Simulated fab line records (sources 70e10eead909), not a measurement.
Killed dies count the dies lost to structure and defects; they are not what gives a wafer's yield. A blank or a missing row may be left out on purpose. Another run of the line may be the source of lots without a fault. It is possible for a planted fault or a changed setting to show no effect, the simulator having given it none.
Chamber matching / flow nand-harc / NHARC_P_M2_DESCUM_14 on rie-diel-09: 4 sister chambers
The step chemistry O2, time 3 s. 20 wafers are shown with their chamber, then 10 later ones without.

EACH WAFER AND ITS CHAMBER
wafer=L074.1; chamber=2; drypump-motor-current-A (A)=5.8; oes-product-au (a.u.)=1.011; throttle-valve-pct (%)=11.304
wafer=L074.4; chamber=3; drypump-motor-current-A (A)=6.1; oes-product-au (a.u.)=1.009; throttle-valve-pct (%)=11.317
wafer=L074.6; chamber=1; drypump-motor-current-A (A)=6.4; oes-product-au (a.u.)=1.027; throttle-valve-pct (%)=11.304
wafer=L075.1; chamber=2; drypump-motor-current-A (A)=5.8; oes-product-au (a.u.)=1.012; throttle-valve-pct (%)=11.295
wafer=L075.2; chamber=3; drypump-motor-current-A (A)=6.2; oes-product-au (a.u.)=1.005; throttle-valve-pct (%)=11.330
wafer=L075.3; chamber=1; drypump-motor-current-A (A)=6.4; oes-product-au (a.u.)=1.022; throttle-valve-pct (%)=11.331
wafer=L075.4; chamber=0; drypump-motor-current-A (A)=5.9; oes-product-au (a.u.)=0.969; throttle-valve-pct (%)=11.320
wafer=L075.5; chamber=2; drypump-motor-current-A (A)=5.8; oes-product-au (a.u.)=1.011; throttle-valve-pct (%)=11.322
wafer=L075.6; chamber=3; drypump-motor-current-A (A)=6.2; oes-product-au (a.u.)=1.006; throttle-valve-pct (%)=11.293
wafer=L076.1; chamber=2; drypump-motor-current-A (A)=5.8; oes-product-au (a.u.)=0.986; throttle-valve-pct (%)=11.293
wafer=L076.2; chamber=3; drypump-motor-current-A (A)=6.2; oes-product-au (a.u.)=1.013; throttle-valve-pct (%)=11.321
wafer=L076.3; chamber=1; drypump-motor-current-A (A)=6.3; oes-product-au (a.u.)=1.008; throttle-valve-pct (%)=11.316
wafer=L078.2; chamber=2; drypump-motor-current-A (A)=5.8; oes-product-au (a.u.)=0.987; throttle-valve-pct (%)=11.296
wafer=L078.5; chamber=2; drypump-motor-current-A (A)=5.8; oes-product-au (a.u.)=0.980; throttle-valve-pct (%)=11.314
wafer=L078.6; chamber=3; drypump-motor-current-A (A)=6.2; oes-product-au (a.u.)=1.020; throttle-valve-pct (%)=11.314
wafer=L077.1; chamber=3; drypump-motor-current-A (A)=6.1; oes-product-au (a.u.)=1.015; throttle-valve-pct (%)=11.290
wafer=L077.2; chamber=0; drypump-motor-current-A (A)=5.9; oes-product-au (a.u.)=1.009; throttle-valve-pct (%)=11.311
wafer=L077.5; chamber=3; drypump-motor-current-A (A)=6.2; oes-product-au (a.u.)=1.017; throttle-valve-pct (%)=11.306
wafer=L079.1; chamber=3; drypump-motor-current-A (A)=6.1; oes-product-au (a.u.)=1.002; throttle-valve-pct (%)=11.305
wafer=L079.5; chamber=2; drypump-motor-current-A (A)=5.8; oes-product-au (a.u.)=0.994; throttle-valve-pct (%)=11.297

SIGNATURES (means of the wafers above)
reading=drypump-motor-current-A; chamber 0=5.900; chamber 1=6.367; chamber 2=5.800; chamber 3=6.162; scatter within a chamber=0.0399
reading=oes-product-au; chamber 0=0.98900; chamber 1=1.01900; chamber 2=0.99729; chamber 3=1.01087; scatter within a chamber=0.0123
reading=throttle-valve-pct; chamber 0=11.31550; chamber 1=11.31700; chamber 2=11.30300; chamber 3=11.30950; scatter within a chamber=0.0124
Rule: a wafer lies at a distance from a chamber equal to the root of the sum of squares, over the readings, of (its reading less the chamber's mean, divided by the reading's scatter). The wafer belongs to the nearest chamber; if the next one is less than 2 further off, it can't be placed. The scatter: take each reading less its chamber's mean, square it, sum over the shown wafers, divide by the number of wafers less the number of chambers, and take the root.

WAFERS WITHOUT THEIR CHAMBER
wafer=L079.6; drypump-motor-current-A (A)=6.1; oes-product-au (a.u.)=1.021; throttle-valve-pct (%)=11.312
wafer=L084.3; drypump-motor-current-A (A)=5.9; oes-product-au (a.u.)=1.016; throttle-valve-pct (%)=11.319
wafer=L084.4; drypump-motor-current-A (A)=5.8; oes-product-au (a.u.)=1.008; throttle-valve-pct (%)=11.286
wafer=L084.5; drypump-motor-current-A (A)=6.2; oes-product-au (a.u.)=1.023; throttle-valve-pct (%)=11.305
wafer=L086.3; drypump-motor-current-A (A)=6.3; oes-product-au (a.u.)=0.998; throttle-valve-pct (%)=11.320
wafer=L086.4; drypump-motor-current-A (A)=5.8; oes-product-au (a.u.)=0.998; throttle-valve-pct (%)=11.311
wafer=L086.6; drypump-motor-current-A (A)=6.3; oes-product-au (a.u.)=0.997; throttle-valve-pct (%)=11.308
wafer=L097.1; drypump-motor-current-A (A)=5.9; oes-product-au (a.u.)=1.003; throttle-valve-pct (%)=11.307
wafer=L097.3; drypump-motor-current-A (A)=5.8; oes-product-au (a.u.)=1.009; throttle-valve-pct (%)=11.311
wafer=L097.6; drypump-motor-current-A (A)=6.3; oes-product-au (a.u.)=1.004; throttle-valve-pct (%)=11.318

EACH ONE'S CHAMBER
wafer=L079.6; from the rows above=3; in truth=3
wafer=L084.3; from the rows above=can't be placed: 0 or 2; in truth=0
wafer=L084.4; from the rows above=2; in truth=2
wafer=L084.5; from the rows above=3; in truth=3
wafer=L086.3; from the rows above=can't be placed: 1 or 3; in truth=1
wafer=L086.4; from the rows above=can't be placed: 2 or 0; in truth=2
wafer=L086.6; from the rows above=can't be placed: 1 or 3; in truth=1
wafer=L097.1; from the rows above=can't be placed: 0 or 2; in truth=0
wafer=L097.3; from the rows above=can't be placed: 2 or 0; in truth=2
wafer=L097.6; from the rows above=can't be placed: 1 or 3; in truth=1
3 of 10 placed correctly. From these rows, 7 cannot be placed; in 7 the true chamber is one of the candidates. Number placed wrongly: 0.
